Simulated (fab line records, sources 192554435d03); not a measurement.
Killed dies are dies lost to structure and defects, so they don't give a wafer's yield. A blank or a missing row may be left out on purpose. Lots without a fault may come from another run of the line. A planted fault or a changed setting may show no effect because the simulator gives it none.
Which tool did it? | flow n5_finfet | 9 lots, 26 wafers sampled, at 6 steps of a route of 1938

WHAT THE GAUGES READ, wafer by wafer
N5_BEOL_M2_OVL_MEAS_29. Usual: V1_OVL 0.0 nm, standard deviation 0.71.
lot  | measured     | on         | V1_OVL (nm)    | flag
L603 | day 7 07:19  | overlay-02 | -0.7 1.1 0.7   |
L607 | day 8 07:17  | overlay-02 | -1.1 -1.4 -0.6 |
L609 | day 8 09:40  | overlay-01 | 0.7 0.2 -0.5   |
L610 | day 8 17:56  | overlay-01 | -0.9 -0.6 -0.5 |
L615 | day 10 04:26 | overlay-01 | 0.0 0.2 0.7    |
L617 | day 10 10:29 | overlay-01 | 0.3 0.3 0.1    |
L618 | day 10 19:43 | overlay-02 | -0.8 -0.6 0.0  |
L621 | day 11 16:17 | overlay-02 | -0.4 0.0 -0.1  |
L623 | day 12 00:09 | overlay-02 | 0.4 0.4        |

N5_BEOL_M2_INSPECT_30: inspects for defects (brightfield). Usual: raw_defect_count 390, standard deviation 90.
lot  | measured     | on                | raw_defect_count | flag
L603 | day 7 07:23  | defect_inspect-01 | 398 381 399      |
L607 | day 8 07:20  | defect_inspect-01 | 358 369 266      |
L609 | day 8 09:43  | defect_inspect-02 | 449 534 463      |
L610 | day 8 18:00  | defect_inspect-02 | 464 465 644      |
L615 | day 10 04:29 | defect_inspect-02 | 397 475 351      |
L617 | day 10 10:31 | defect_inspect-01 | 443 414 398      |
L618 | day 10 19:47 | defect_inspect-01 | 451 396 297      |
L621 | day 11 16:20 | defect_inspect-01 | 456 280 357      |
L623 | day 12 00:13 | defect_inspect-02 | 448 553          |

N5_BEOL_M2_OCD_MEAS_38. Usual: trench_depth_nm 56.3 nm, standard deviation 1.1.
lot  | measured     | on     | trench_depth_nm (nm) | flag
L603 | day 7 08:49  | ocd-02 | 57.6 55.9 57.0       |
L607 | day 8 08:07  | ocd-02 | 0 0 0.5              | OFF
L609 | day 8 19:03  | ocd-01 | 0 0.2 0.3            | OFF
L610 | day 8 23:26  | ocd-02 | 0.1 0 0              | OFF
L615 | day 10 09:13 | ocd-01 | 55.8 56.0 57.1       |
L617 | day 10 15:31 | ocd-02 | 54.5 57.3 55.1       |
L618 | day 10 22:10 | ocd-02 | 57.1 55.0 57.8       |
L621 | day 12 02:31 | ocd-02 | 57.3 57.1 56.2       |
L623 | day 12 05:09 | ocd-02 | 56.3 55.9            |

N5_BEOL_M4_RC_MEAS_101. Usual: DIBL_N 37.1 mV/V, standard deviation 1.9; DIBL_P 37.2 mV/V, standard deviation 2.3; IOFF_N 0.18 nA/um, standard deviation 0.04; IOFF_P 0.23 nA/um, standard deviation 0.044; ION_N 682 uA/um, standard deviation 11; ION_P 468 uA/um, standard deviation 8.6; SS_N 71.9 mV/dec, standard deviation 0.68; SS_P 73.5 mV/dec, standard deviation 0.74; VT_N 248 mV, standard deviation 3.4; VT_P -248 mV, standard deviation 3.4.
lot  | measured     | on        | DIBL_N (mV/V)  | DIBL_P (mV/V)  | IOFF_N (nA/um) | IOFF_P (nA/um) | ION_N (uA/um) | ION_P (uA/um) | SS_N (mV/dec)  | SS_P (mV/dec)  | VT_N (mV)   | VT_P (mV)      | flag
L603 | day 8 23:04  | prober-02 | 33.6 35.1 34.7 | 34.6 36.4 36.5 | 0.13 0.16 0.15 | 0.19 0.22 0.22 | 662 683 676   | 461 468 475   | 71.1 71.5 71.6 | 73.4 74.3 73.2 | 254 251 252 | -249 -245 -249 |
L615 | day 11 06:06 | prober-02 | 38.3 37.2 37.1 | 39.1 36.0 35.7 | 0.22 0.18 0.19 | 0.28 0.21 0.21 | 692 667 663   | 470 453 458   | 72.2 73.5 72.6 | 73.0 73.0 73.1 | 246 251 248 | -246 -252 -251 |
L617 | day 11 21:11 | prober-01 | 40.2 37.6 39.0 | 42.0 39.5 39.6 | 0.26 0.20 0.22 | 0.30 0.26 0.25 | 697 687 681   | 471 465 455   | 73.5 72.0 72.6 | 74.6 74.1 74.0 | 244 246 246 | -245 -248 -247 |
L618 | day 12 01:38 | prober-02 | 38.1 37.3 37.4 | 37.8 37.4 37.3 | 0.16 0.18 0.16 | 0.21 0.22 0.21 | 685 687 676   | 469 471 470   | 71.9 72.5 72.7 | 73.6 73.9 72.8 | 250 247 251 | -252 -251 -251 |
L621 | day 13 04:58 | prober-01 | 37.6 37.4 41.7 | 40.2 39.5 43.6 | 0.21 0.19 0.32 | 0.29 0.26 0.37 | 688 681 699   | 473 464 477   | 72.1 71.8 73.5 | 74.6 74.0 75.8 | 246 247 240 | -246 -246 -244 |
L623 | day 13 06:49 | prober-01 | 36.3 32.8      | 37.3 33.6      | 0.19 0.13      | 0.26 0.20      | 689 652       | 471 457       | 72.2 71.2      | 73.4 71.7      | 246 253     | -245 -250      |

WHICH TOOL RAN EACH LOT (tool, then ch and the chambers of the sampled wafers, then the start)
lot  | N5_BEOL_M2_ETCH_63                 | N5_BEOL_M2_TRENCH_ETCH_37
L603 | rie_diel-03 ch 0,2,3, day 7 06:26  | rie_diel-01 ch 1,2,3, day 7 08:39
L607 | rie_diel-01 ch 1,2, day 8 06:33    | rie_diel-01 ch 0,2,3, day 8 07:58
L609 | rie_diel-05 ch 0,2,3, day 8 08:53  | rie_diel-03 ch 0,1,3, day 8 18:54
L610 | rie_diel-01 ch 0,1, day 8 17:13    | rie_diel-01 ch 0,2, day 8 23:17
L615 | rie_diel-05 ch 0,1,2, day 10 03:34 | rie_diel-01 ch 0,2,3, day 10 09:03
L617 | rie_diel-05 ch 0,1,2, day 10 09:40 | rie_diel-01 ch 1,2, day 10 15:21
L618 | rie_diel-05 ch 0,1,3, day 10 18:56 | rie_diel-01 ch 0,1,2, day 10 22:01
L621 | rie_diel-01 ch 1,3, day 11 15:33   | rie_diel-01 ch 0,1,3, day 12 02:22
L623 | rie_diel-01 ch 0,1, day 11 23:17   | rie_diel-03 ch 1,3, day 12 04:59
- N5_BEOL_M2_ETCH_63: etches SiARC in CF4, target depth 15.6 nm, time 26 s.
- N5_BEOL_M2_TRENCH_ETCH_37: etches SiOC in C4F6/O2, target depth 55.555 nm, time 29.2 s.

WHAT THE TOOLS THEMSELVES READ (means of the sampled wafers that have a number; where no wafer has one, the mark that the record gives instead)
N5_BEOL_M2_ETCH_63. Usual: bias_w 36.00 W, standard deviation 0.11; cf4_flow_sccm 100.05 sccm, standard deviation 0.3; drypump_motor_current_A 5.6 A, standard deviation 0.41; etch_rf_on_time_s 25.8 s, standard deviation 0.66; oes_product_au 0.68 a.u., standard deviation 0.073; rf_fwd_power_W 532.3 W, standard deviation 2.1; rf_vpp_V 184.1 V, standard deviation 1.1; showerhead_plenum_p_Torr 2.14 Torr, standard deviation 0.054; throttle_valve_pct 15.6 %, standard deviation 0.31.
lot  | tool        | bias_w (W) | cf4_flow_sccm (sccm) | drypump_motor_current_A (A) | etch_rf_on_time_s (s) | oes_product_au (a.u.) | rf_fwd_power_W (W) | rf_vpp_V (V) | showerhead_plenum_p_Torr (Torr) | throttle_valve_pct (%) | flag
L603 | rie_diel-03 | 35.97      | 99.80                | 5.7                         | 25.8                  | 0.69                  | 534.0              | 184.0        | 2.13                            | 15.5                   |
L607 | rie_diel-01 | 36.04      | 100.39               | 5.7                         | 24.9                  | 0.72                  | 530.0              | 183.5        | 2.15                            | 15.5                   |
L609 | rie_diel-05 | 36.04      | 100.03               | 5.8                         | 26.3                  | 0.64                  | 533.0              | 185.1        | 2.19                            | 15.6                   |
L610 | rie_diel-01 | 35.95      | 100.11               | 5.3                         | 25.2                  | 0.73                  | 531.8              | 184.1        | 2.12                            | 15.3                   |
L615 | rie_diel-05 | 35.88      | 99.96                | 5.7                         | 26.2                  | 0.63                  | 532.4              | 183.7        | 2.18                            | 15.7                   |
L617 | rie_diel-05 | 35.94      | 99.84                | 5.7                         | 26.2                  | 0.63                  | 532.0              | 184.6        | 2.18                            | 15.7                   |
L618 | rie_diel-05 | 36.04      | 99.99                | 5.5                         | 25.9                  | 0.63                  | 532.3              | 184.0        | 2.16                            | 15.7                   |
L621 | rie_diel-01 | 35.97      | 99.94                | 5.4                         | 25.0                  | 0.73                  | 533.6              | 184.1        | 2.13                            | 15.3                   |
L623 | rie_diel-01 | 35.89      | 99.87                | 5.3                         | 25.0                  | 0.71                  | 530.7              | 183.8        | 2.12                            | 15.3                   |

N5_BEOL_M2_TRENCH_ETCH_37. Usual: C4F6_flow_sccm 10.00 sccm, standard deviation 0.031; O2_flow_sccm 9.996 sccm, standard deviation 0.027; drypump_motor_current_A 5.7 A, standard deviation 0.44; oes_ar_750_au 0.81 a.u., standard deviation 0.077; oes_product_au 0.82 a.u., standard deviation 0.082; rf_fwd_power_W 350.1 W, standard deviation 1.8; rf_vpp_V 673 V, standard deviation 9.3; showerhead_plenum_p_Torr 2.83 Torr, standard deviation 0.082; throttle_valve_pct 20.79 %, standard deviation 0.29.
lot  | tool        | C4F6_flow_sccm (sccm) | O2_flow_sccm (sccm) | drypump_motor_current_A (A) | oes_ar_750_au (a.u.) | oes_product_au (a.u.) | rf_fwd_power_W (W) | rf_vpp_V (V) | showerhead_plenum_p_Torr (Torr) | throttle_valve_pct (%) | flag
L603 | rie_diel-01 | 10.02                 | 10.020              | 5.5                         | 0.82                 | 0.83                  | 350.7              | 670          | 2.83                            | 20.83                  |
L607 | rie_diel-01 | -                     | -                   | -                           | -                    | -                     | -                  | -            | -                               | -                      | OFF
L609 | rie_diel-03 | -                     | -                   | -                           | -                    | -                     | -                  | -            | -                               | -                      | OFF
L610 | rie_diel-01 | -                     | -                   | -                           | -                    | -                     | -                  | -            | -                               | -                      | OFF
L615 | rie_diel-01 | 10.00                 | 9.963               | 5.4                         | 0.76                 | 0.77                  | 349.4              | 672          | 2.78                            | 20.91                  |
L617 | rie_diel-01 | 10.03                 | 9.955               | 5.7                         | 0.75                 | 0.75                  | 351.1              | 665          | 2.82                            | 20.97                  |
L618 | rie_diel-01 | 10.00                 | 10.003              | 5.5                         | 0.78                 | 0.78                  | 348.0              | 667          | 2.81                            | 20.75                  |
L621 | rie_diel-01 | 10.02                 | 9.999               | 5.3                         | 0.81                 | 0.82                  | 349.6              | 672          | 2.80                            | 20.66                  |
L623 | rie_diel-03 | 9.97                  | 10.001              | 6.2                         | 0.82                 | 0.83                  | 350.5              | 680          | 2.86                            | 20.77                  |

THE ANSWER, worked out from the rows above alone
Rule: a lot is off if the mean of its wafers that have a number lies more than 3 standard deviations from the usual mean. A lot without any number at a reading at which 4 lots or more have one is off too. The other lots that the step has rows for count as sound. The gauges are gone through in route order, then the tools' own readings, and for those a lot's mean is taken as printed above. The first step at which some lot is off is used, and at that step the reading that is off furthest; a lot without a number counts as furthest.
Off: L607, L609, L610, at N5_BEOL_M2_OCD_MEAS_38 (trench_depth_nm).
A tool fits if, at a process step before that reading, it ran every lot that is off, and no sound lot after the first of them. The gauges at N5_BEOL_M2_OCD_MEAS_38 aren't tried: what is off there is off at N5_BEOL_M2_TRENCH_ETCH_37 too, on other tools, and a gauge's error can't cause that. None of those tried fits.

WHAT THE SIMULATOR HAD PUT IN
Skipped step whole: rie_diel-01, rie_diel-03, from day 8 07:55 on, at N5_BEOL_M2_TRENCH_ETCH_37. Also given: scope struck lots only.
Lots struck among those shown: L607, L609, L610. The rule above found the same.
